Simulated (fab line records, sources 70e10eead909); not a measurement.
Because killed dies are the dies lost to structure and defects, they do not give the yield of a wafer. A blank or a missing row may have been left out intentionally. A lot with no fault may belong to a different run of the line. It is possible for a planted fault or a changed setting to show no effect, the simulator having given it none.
Which tool did it? || flow nand_harc || at 1 step of a route of 1302, 12 lots with 36 wafers sampled

WHAT EACH GAUGE READ, for each wafer
NHARC_A_CONTACT_CD_MEAS_69: target cd 300 nm.
{"lot": "L075", "measured": "day 22 10:35", "on": "cd_sem-03", "cd_nm (nm)": "299.9 299.9 299.7"}
{"lot": "L077", "measured": "day 22 18:10", "on": "cd_sem-03", "cd_nm (nm)": "299.3 299.1 299.8"}
{"lot": "L079", "measured": "day 23 11:38", "on": "cd_sem-01", "cd_nm (nm)": "300.5 300.7 300.7"}
{"lot": "L081", "measured": "day 24 11:22", "on": "cd_sem-03", "cd_nm (nm)": "299.8 299.3 300.1"}
{"lot": "L084", "measured": "day 25 22:03", "on": "cd_sem-02", "cd_nm (nm)": "299.6 299.6 299.3"}
{"lot": "L085", "measured": "day 26 07:44", "on": "cd_sem-01", "cd_nm (nm)": "300.1 300.0 300.4"}
{"lot": "L089", "measured": "day 27 13:32", "on": "cd_sem-03", "cd_nm (nm)": "300.1 299.5 299.8"}
{"lot": "L088", "measured": "day 28 03:58", "on": "cd_sem-01", "cd_nm (nm)": "299.5 300.1 299.2"}
{"lot": "L091", "measured": "day 29 08:30", "on": "cd_sem-01", "cd_nm (nm)": "300.1 299.7 299.9"}
{"lot": "L092", "measured": "day 29 11:46", "on": "cd_sem-02", "cd_nm (nm)": "300.4 299.9 300.4"}
{"lot": "L095", "measured": "day 30 18:38", "on": "cd_sem-03", "cd_nm (nm)": "299.6 299.1 299.0"}
{"lot": "L097", "measured": "day 31 13:56", "on": "cd_sem-02", "cd_nm (nm)": "299.0 300.0 299.1"}

WHICH TOOL RAN EACH LOT (tool, then ch and the chambers of the sampled wafers, then the start)
The record shows no process step preceding these readings.

THE ANSWER, worked out from the rows above alone
Rule: the lots themselves supply what counts as usual. Put in order of their means at a reading, lots are off if they are a third of the lots or fewer, leave a main group of 4 or more, and stand apart from it by a gap of 3 or more times the standard deviation of the main group's means; of several such gaps the widest counts. If all means in a main group match to the digits the tables above print for the reading, that group is not used. A lot without any number at a reading at which 4 lots or more have one is off too. All remaining lots with rows at the step are treated as sound.
No lot is off at any reading shown: from this, nothing can be told.

WHAT THE SIMULATOR HAD PUT IN
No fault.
